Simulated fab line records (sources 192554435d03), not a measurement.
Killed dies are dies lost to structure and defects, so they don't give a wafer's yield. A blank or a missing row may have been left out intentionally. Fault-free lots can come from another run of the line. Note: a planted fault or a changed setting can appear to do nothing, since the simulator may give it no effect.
fab line records	flow n5Finfet
[record] lots = 7	wafers = 21
route steps=1938 shown BEOL_M3@960 BEOL_M4@1050 BEOL_M5@1116
startH: hours from the record's first day to the start of the lot's first wafer shown	waitH: hours since the lot's step before	" identical to the entry in the row above	L1.1+2: several wafers, shown together as one row	- value missing, or start not given	* or withheld: withheld	< > ~ a bound
route shown NAME@n: NAME is a module with steps in the file, n the number in the route of the first one	usual: mean and standard deviation over wafers with no fault	same: alike in all rows	chamber/n: place in a boat	sites: readings site by site	_std_site: the standard deviation of these	_edge_site: outer sites' mean less inner sites'	radiusMm: for every site, how far away it sits from the centre of the wafer	mask NAME#n: copy n	behind: the last tool/chamber to shape the wafer	hold: reason for holding the lot/hours on hold/outcome of the hold	device: whichever transistor did not switch (one of n, p or np)	end of line: tests of these same wafers at the route's end	where a step has no rows: the recipe by itself	killed: not the wafer's yield, but the dies lost to structure and defects at the first sort	map: dies across one wafer; x = killed, . = not, _ = none there
set.NAME: the run value of the setting; set.NAME@STEP: its run value at that earlier step	model.NAME: the simulator's own value behind a step, which no gauge read
lots with deliberately changed settings; one table per step, one row per wafer
[[steps]]
[step N5_BEOL_M3_COAT_22]
[recipe] resist = CAR-EUV	spinRpm = 1500	resistThkNm = 30
lot.wafer	tool	chamber	startH	waitH	set.spinRpm	model.CAR-EUV_of_BEOL_M3_COAT_22.thkNm
L077.3+5	lithoTrack-02	0	-	-	1500	30
L077.4	"	0	"	"	1369	31.4
L079.1	lithoTrack-03	0	-	-	1587	29.2
L079.3	"	0	"	"	1500	30
L079.5	"	0	"	"	1587	29
L080.2+6	lithoTrack-02	0	-	-	1500	30
L080.5	"	0	"	"	1580	29.4
L085.1+5+6	lithoTrack-05	0	-	-	1500	30
L088.2+3+6	lithoTrack-05	0	-	-	1500	30
L092.1+2	lithoTrack-03	0	-	-	1500	30
L092.3	"	0	"	"	1500	29.8
L095.1+6	lithoTrack-03	0	-	-	1500	30
L095.3	"	0	"	"	1500	30.2
[step N5_BEOL_M3_EBR_24]
[recipe] solvent = PGMEA	ebrWidthMm = 1.5
[step N5_BEOL_M3_SOFTBAKE_23]
[recipe] tempC = 110	timeS = 60	resist = CAR-EUV
[step N5_BEOL_M3_EXPOSE_25]
[recipe] maskId = V2	na = 0.33	sourceShape = quasar	sigmaInner = 0.2	sigmaOuter = 0.8	polarization = unpolarized	defocusNm = 5	doseMj = 63
[step N5_BEOL_M3_PEB_26]
[recipe] pebTempC = 100	pebTimeS = 60	resist = CAR-EUV
[step N5_BEOL_M3_DEVELOP_27]
[recipe] developTimeS = 30	developer = TMAH	resist = CAR-EUV	rinseLiquid = surfactantRinse	dry = airSpin	devTempC = 23
lot.wafer	tool	chamber	startH	waitH	set.spinRpm@BEOL_M3_COAT_22	model.CAR-EUV_of_BEOL_M3_COAT_22.thkNm
L077.3	lithoTrack-02	0	-	-	1500	29.6
L077.4	"	0	"	"	1369	31
L077.5	"	0	"	"	1500	29.4
L079.1+5	lithoTrack-05	0	-	-	1587	28.6
L079.3	"	0	"	"	1500	29.6
L080.2+6	lithoTrack-05	0	-	-	1500	29.6
L080.5	"	0	"	"	1580	28.8
L085.1	lithoTrack-02	0	-	-	1500	29.6
L085.5+6	"	0	"	"	1500	29.4
L088.2+6	lithoTrack-03	0	-	-	1500	29.4
L088.3	"	0	"	"	1500	29.6
L092.1+2	lithoTrack-02	0	-	-	1500	29.6
L092.3	"	0	"	"	1500	29.4
L095.1+3+6	lithoTrack-03	0	-	-	1500	29.6
[step N5_BEOL_M3_ALD_98]
[recipe] material = SiO2	targetThkA = 25	tempC = 100	aldPrecursorFamily = BDEAS	aldCoReactant = O2-plasma	pulseTimeS = 1	coReactantPulseTimeS = 1	purgeTimeS = 2	coReactantPurgeTimeS = 2	aldCycles = 17	pressureTorr = 2
[step N5_BEOL_M3_ETCHBACK_99]
[recipe] chemistry = CHF3	target = SiO2	targetDepthA = 50	timeS = 10.4	sourceW = 215	biasW = 47	Ar_flow_sccm = 200	CHF3_flow_sccm = 12	ionEnergyEv = 100	pressureMtorr = 30
[step N5_BEOL_M3_ETCH_70]
[recipe] chemistry = N2/H2	target = SOC	targetDepthA = 800	overetchA = 160	maskMaterial = SiARC	tempC = 40	timeS = 120	ionEnergyEv = 200	pressureMtorr = 30	sourceW = 840	biasW = 150	n2FlowSccm = 200	h2FlowSccm = 200
lot.wafer	tool	chamber	startH	waitH	set.spinRpm@BEOL_M3_COAT_67	model.etch.depthNm
L077.3	rieDiel-01	0	161.82	0.0	1500	60.35
L077.4	"	3	"	"	1378	62.72
L077.5	"	0	"	"	1500	60.14
L079.1	rieDiel-03	2	178.49	0.0	1500	60.15
L079.3	"	1	"	"	1552	59.08
L079.5	"	1	"	"	1552	59.16
L080.2	rieDiel-02	3	184.70	0.0	1577	58.35
L080.5	"	3	"	"	1577	58.45
L080.6	"	1	"	"	1500	59.98
L085.1	rieDiel-03	1	220.89	0.0	1609	57.84
L085.5	"	2	"	"	1609	58
L085.6	"	3	"	"	1500	60.21
L088.2	rieDiel-03	0	235.23	0.0	1500	60.18
L088.3	"	2	"	"	1667	57.06
L088.6	"	0	"	"	1500	60.25
L092.1	rieDiel-02	1	261.08	0.0	1500	59.95
L092.2	"	0	"	"	1341	63.44
L092.3	"	2	"	"	1500	60.16
L095.1	rieDiel-03	1	285.07	0.0	1500	60.01
L095.3	"	0	"	"	1500	60.17
L095.6	"	0	"	"	1500	59.85
[step N5_BEOL_M3_STRIP_71]
[recipe] chemistry = N2/H2	tempC = 40	n2FlowSccm = 200	h2FlowSccm = 200	rfFrequencyHz = 6e+07
[step N5_BEOL_M3_STRIP_78]
[recipe] chemistry = N2/H2	tempC = 40	n2FlowSccm = 200	h2FlowSccm = 200	rfFrequencyHz = 6e+07
[step N5_BEOL_M3_VIA_ETCH_34]
[recipe] chemistry = C4F6/O2	targetDepthA = 694	maskMaterial = SOC	pressureMtorr = 15	ionEnergyEv = 250	taperDeg = 4	timeS = 65.9	sourceW = 350	biasW = 170	Ar_flow_sccm = 300	C4F6_flow_sccm = 10	O2_flow_sccm = 10
lot.wafer	tool	chamber	startH	waitH	set.spinRpm@BEOL_M3_COAT_67	model.SOC_of_BEOL_M3_COAT_67.thkNm
L077.3	rieDiel-01	0	161.92	0.0	1500	52.2
L077.4	"	3	"	"	1378	54.4
L077.5	"	0	"	"	1500	52
L079.1	rieDiel-03	2	178.59	0.0	1500	52
L079.3+5	"	1	"	"	1552	51.2
L080.2+5	rieDiel-02	3	184.80	0.0	1577	50.4
L080.6	"	1	"	"	1500	52
L085.1	rieDiel-03	1	220.99	0.0	1609	49.8
L085.5	"	2	"	"	1609	50
L085.6	"	3	"	"	1500	51.8
L088.2+6	rieDiel-03	0	235.33	0.0	1500	52
L088.3	"	2	"	"	1667	49
L092.1	rieDiel-02	1	261.18	0.0	1500	51.8
L092.2	"	0	"	"	1341	55.4
L092.3	"	2	"	"	1500	52.2
L095.1+3	rieDiel-03	1,0	285.17	0.0	1500	52
L095.6	"	0	"	"	1500	51.8
[step N5_BEOL_M4_COAT_22]
[recipe] resist = CAR-EUV	spinRpm = 1500	resistThkNm = 30
lot.wafer	tool	chamber	startH	waitH	set.spinRpm	model.CAR-EUV_of_BEOL_M4_COAT_22.thkNm
L077.3	lithoTrack-02	0	-	-	1427	30.6
L077.4	"	0	"	"	1500	30
L077.5	"	0	"	"	1427	30.8
L079.1	lithoTrack-01	0	-	-	1422	30.8
L079.3	"	0	"	"	1500	29.8
L079.5	"	0	"	"	1500	30
L080.2	lithoTrack-02	0	-	-	1377	31.2
L080.5	"	0	"	"	1500	29.8
L080.6	"	0	"	"	1500	30
L085.1+5+6	lithoTrack-04	0	-	-	1500	30
L088.2	lithoTrack-01	0	-	-	1500	30
L088.3+6	"	0	"	"	1443	30.6
L092.1	lithoTrack-02	0	-	-	1364	31.4
L092.2	"	0	"	"	1500	30
L092.3	"	0	"	"	1364	31.6
L095.1	lithoTrack-02	0	-	-	1500	30
L095.3+6	"	0	"	"	1500	29.8
[step N5_BEOL_M4_EXPOSE_25]
[recipe] maskId = V3	na = 0.33	sourceShape = quasar	sigmaInner = 0.2	sigmaOuter = 0.8	polarization = unpolarized	defocusNm = 5	doseMj = 63
lot.wafer	tool	chamber	startH	waitH	mask	set.doseMj
L077.3	euvScanner-02	0	167.95	-	V3#0	67.14
L077.4+5	"	0	"	"	V3#0	63
L079.1+5	euvScanner-02	0	186.43	-	V3#0	60.35
L079.3	"	0	"	"	V3#0	63
L080.2+5+6	euvScanner-02	0	190.94	-	V3#0	63
L085.1	euvScanner-01	0	229.22	-	V3#0	61.12
L085.5+6	"	0	"	"	V3#0	63
L088.2	euvScanner-02	0	241.24	-	V3#0	66.4
L088.3+6	"	0	"	"	V3#0	63
L092.1+2	euvScanner-01	0	266.99	-	V3#0	63
L092.3	"	0	"	"	V3#0	58.83
L095.1+3+6	euvScanner-01	0	293.73	-	V3#0	63
[step N5_BEOL_M4_PEB_26]
[recipe] pebTempC = 100	pebTimeS = 60	resist = CAR-EUV
[step N5_BEOL_M4_DEVELOP_27]
[recipe] developTimeS = 30	developer = TMAH	resist = CAR-EUV	rinseLiquid = surfactantRinse	dry = airSpin	devTempC = 23
[step N5_BEOL_M4_CD_MEAS_28]
[recipe] targetCdNm = 26.2	landingEnergyEv = 500	detector = seInlens	targetCdYNm = 24.1	polarity = opening
[usual] cdNm = 26.16/0.23
lot.wafer	tool	chamber	startH	waitH	set.doseMj@BEOL_M4_EXPOSE_25	cdNm
L077.3	cdSem-01	0	168.08	-	67.14	27.58
L077.4	"	0	"	"	63	26.27
L077.5	"	0	"	"	63	26.48
L079.1	cdSem-03	0	186.58	-	60.35	25.19
L079.3	"	0	"	"	63	26.12
L079.5	"	0	"	"	60.35	25.25
L080.2	cdSem-03	0	191.08	-	63	26.16
L080.5	"	0	"	"	63	26.54
L080.6	"	0	"	"	63	26.27
L085.1	cdSem-02	0	229.36	-	61.12	25.77
L085.5	"	0	"	"	63	25.96
L085.6	"	0	"	"	63	26.03
L088.2	cdSem-03	0	241.38	-	66.4	26.90
L088.3	"	0	"	"	63	25.66
L088.6	"	0	"	"	63	26.10
L092.1	cdSem-03	0	267.13	-	63	26.26
L092.2	"	0	"	"	63	26.42
L092.3	"	0	"	"	58.83	24.82
L095.1	cdSem-03	0	293.88	-	63	26.12
L095.3	"	0	"	"	63	26.58
L095.6	"	0	"	"	63	26.67
[step N5_BEOL_M4_ETCH_69]
[recipe] chemistry = CF4	target = SiARC	targetDepthA = 156	maskMaterial = CAR-EUV	timeS = 26	ionEnergyEv = 80	pressureMtorr = 40	sourceW = 545	biasW = 36	Ar_flow_sccm = 100	cf4FlowSccm = 100	ends = cleared
[step N5_BEOL_M4_ALD_98]
[recipe] material = SiO2	targetThkA = 25	tempC = 100	aldPrecursorFamily = BDEAS	aldCoReactant = O2-plasma	pulseTimeS = 1	coReactantPulseTimeS = 1	purgeTimeS = 2	coReactantPurgeTimeS = 2	aldCycles = 17	pressureTorr = 2
[step N5_BEOL_M4_ETCHBACK_99]
[recipe] chemistry = CHF3	target = SiO2	targetDepthA = 50	timeS = 10.4	sourceW = 215	biasW = 47	Ar_flow_sccm = 200	CHF3_flow_sccm = 12	ionEnergyEv = 100	pressureMtorr = 30
lot.wafer	tool	chamber	startH	waitH	set.spinRpm@BEOL_M4_COAT_22	model.CAR-EUV_of_BEOL_M4_COAT_22.thkNm
L077.3+5	rieDiel-04	0,2	178.80	10.4	1427	11.2
L077.4	"	2	"	"	1500	10.4
L079.1	rieDiel-06	1	188.02	0.9	1422	11.2
L079.3	"	2	"	"	1500	10.2
L079.5	"	1	"	"	1500	10.4
L080.2	rieDiel-06	3	198.61	7.1	1377	11.8
L080.5	"	0	"	"	1500	10.2
L080.6	"	1	"	"	1500	10.4
L085.1+5+6	rieDiel-05	2,1,0	232.08	2.4	1500	10.4
L088.2	rieDiel-04	3	245.19	3.5	1500	10.2
L088.3+6	"	1,2	"	"	1443	11
L092.1	rieDiel-05	3	278.83	11.3	1364	11.8
L092.2	"	1	"	"	1500	10.4
L092.3	"	0	"	"	1364	12
L095.1+3+6	rieDiel-06	1,3,0	296.49	2.3	1500	10.2
[step N5_BEOL_M5_HM_DEP_02]
[recipe] material = TiN	targetThkA = 200	tempC = 25	chamberPressurePa = 0.49996
lot.wafer	tool	chamber	startH	waitH	set.targetThkA	model.TiN_of_BEOL_M5_HM_DEP_02.thkNm
L077.3+4	pvdSputter-02	-	185.33	0.2	200	20.4
L077.5	"	-	"	"	220.4	22.4
L079.1	pvdSputter-02	-	194.36	0.0	200	20.4
L079.3+5	"	-	"	"	185.7	18.8
L080.2	pvdSputter-02	-	208.21	1.8	200	20
L080.5	"	-	"	"	200	20.2
L080.6	"	-	"	"	184.1	18.6
L085.1+6	pvdSputter-03	-	239.99	0.0	200	20.4
L085.5	"	-	"	"	190.1	19.4
L088.2+3	pvdSputter-02	-	251.88	0.5	200	20.4
L088.6	"	-	"	"	191.1	19.6
L092.1	pvdSputter-02	-	285.63	0.6	221	22.6
L092.2	"	-	"	"	221	22.4
L092.3	"	-	"	"	200	20.4
L095.1	pvdSputter-02	-	302.32	0.1	200	20
L095.3+6	"	-	"	"	200	20.2
[step N5_BEOL_M5_COAT_59]
[recipe] resist = SOC	tempC = 250	timeS = 60	spinRpm = 1500	resistThkNm = 60
[step N5_BEOL_M5_COAT_60]
[recipe] resist = SiARC	tempC = 220	timeS = 60	spinRpm = 1500	resistThkNm = 12
[step N5_BEOL_M5_STRIP_73]
[recipe] chemistry = N2/H2	tempC = 40	n2FlowSccm = 200	h2FlowSccm = 200	rfFrequencyHz = 6e+07
[step N5_BEOL_M5_STRIP_64]
[recipe] chemistry = CF4	resist = SiARC	powerW = 300	biasPowerW = 75	pressureMtorr = 50	cf4FlowSccm = 150	rfFrequencyHz = 6e+07
[step N5_BEOL_M5_HM_OPEN_17]
[recipe] chemistry = Cl2/BCl3	targetDepthA = 200	overetchA = 60	target = TiN	maskMaterial = SOC	ionEnergyEv = 150	pressureMtorr = 10	icpW = 1000	biasW = 126	Cl2_flow_sccm = 53.25	bcl3FlowSccm = 21.75	Ar_flow_sccm = 25
lot.wafer	tool	chamber	startH	waitH	set.targetThkA@BEOL_M5_HM_DEP_02	model.etch.depthNm
L077.3	rieMetal-02	0	186.25	0.1	200	20.32
L077.4	"	1	"	"	200	20.38
L077.5	"	0	"	"	220.4	22.42
L079.1	rieMetal-01	0	195.12	0.0	200	20.31
L079.3	"	0	"	"	185.7	18.85
L079.5	"	0	"	"	185.7	18.79
L080.2	rieMetal-02	0	208.97	0.0	200	20.01
L080.5	"	1	"	"	200	20.24
L080.6	"	0	"	"	184.1	18.63
L085.1	rieMetal-01	1	240.92	0.0	200	20.49
L085.5	"	1	"	"	190.1	19.34
L085.6	"	0	"	"	200	20.36
L088.2+3	rieMetal-03	0	252.64	0.0	200	20.4
L088.6	"	0	"	"	191.1	19.5
L092.1	rieMetal-02	0	286.52	0.0	221	22.56
L092.2	"	1	"	"	221	22.49
L092.3	"	1	"	"	200	20.39
L095.1	rieMetal-01	0	303.21	0.0	200	20.07
L095.3	"	0	"	"	200	20.12
L095.6	"	0	"	"	200	20.22
[step N5_BEOL_M5_TRENCH_ETCH_37]
[recipe] chemistry = C4F6/O2	targetDepthA = 716.52	target = SiCOH_lowk	timeS = 24.7	ionEnergyEv = 250	pressureMtorr = 30	sourceW = 345	biasW = 185	Ar_flow_sccm = 300	C4F6_flow_sccm = 10	O2_flow_sccm = 10
lot.wafer	tool	chamber	startH	waitH	set.timeS	model.etch.depthNm	model.BEOL_M5.featureDepthNm
L077.3	rieDiel-02	3	-	-	21.24	61.1	61.2
L077.4	"	0	"	"	24.7	71.58	71.6
L077.5	"	0	"	"	24.7	71.64	71.6
L079.1	rieDiel-02	0	-	-	27.19	78.67	78.6
L079.3	"	2	"	"	27.19	78.36	78.4
L079.5	"	0	"	"	24.7	71.18	71.2
L080.2	rieDiel-01	2	-	-	19.59	57.32	57.4
L080.5	"	3	"	"	19.59	56.67	56.6
L080.6	"	0	"	"	19.59	57.15	57.2
L085.1	rieDiel-02	2	-	-	24.7	70.92	71
L085.5	"	2	"	"	24.7	71.71	71.8
L085.6	"	3	"	"	24.7	69.84	69.8
L088.2	rieDiel-02	3	-	-	24.7	70.36	70.4
L088.3	"	0	"	"	24.7	70.88	70.8
L088.6	"	0	"	"	24.7	71.9	72
L092.1	rieDiel-03	0	-	-	24.7	71.01	71
L092.2	"	1	"	"	24.7	70.78	70.8
L092.3	"	2	"	"	24.7	71.68	71.6
L095.1	rieDiel-03	0	-	-	24.7	70.71	70.8
L095.3	"	2	"	"	24.7	71.6	71.6
L095.6	"	1	"	"	24.7	70.21	70.2
[[key]]
[split] step = N5_BEOL_M3_COAT_22	setting = spinRpm	stated = 1500	by = wafer
[response] step = N5_BEOL_M3_COAT_22	reading = model.CAR-EUV_of_BEOL_M3_COAT_22.thkNm	change = -0.149	per = 1%	r = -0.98
[response] step = N5_BEOL_M3_DEVELOP_27	reading = model.CAR-EUV_of_BEOL_M3_COAT_22.thkNm	change = -0.167	per = 1%	r = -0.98
[split] step = N5_BEOL_M4_COAT_22	setting = spinRpm	stated = 1500	by = wafer
[response] step = N5_BEOL_M4_COAT_22	reading = model.CAR-EUV_of_BEOL_M4_COAT_22.thkNm	change = -0.161	per = 1%	r = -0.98
[response] step = N5_BEOL_M4_ETCHBACK_99	reading = model.CAR-EUV_of_BEOL_M4_COAT_22.thkNm	change = -0.175	per = 1%	r = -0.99
[split] step = N5_BEOL_M4_EXPOSE_25	setting = doseMj	stated = 63	by = wafer
[response] step = N5_BEOL_M4_CD_MEAS_28	reading = cdNm	change = +0.196	per = 1%	r = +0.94
[split] step = N5_BEOL_M5_HM_DEP_02	setting = targetThkA	stated = 200	by = wafer
[response] step = N5_BEOL_M5_HM_DEP_02	reading = model.TiN_of_BEOL_M5_HM_DEP_02.thkNm	change = +0.199	per = 1%	r = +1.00
[response] step = N5_BEOL_M5_HM_OPEN_17	reading = model.etch.depthNm	change = +0.202	per = 1%	r = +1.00
[split] step = N5_BEOL_M5_TRENCH_ETCH_37	setting = timeS	stated = 24.7	by = wafer
[response] step = N5_BEOL_M5_TRENCH_ETCH_37	reading = model.etch.depthNm	change = +0.742	per = 1%	r = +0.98
[response] step = N5_BEOL_M5_TRENCH_ETCH_37	reading = model.BEOL_M5.featureDepthNm	change = +0.736	per = 1%	r = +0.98
split outsideThisFile step=N5_BEOL_M3_COAT_67 setting=spinRpm
// split outsideThisFile: this setting was split too, and the file shows its column; the key of that split is in another file
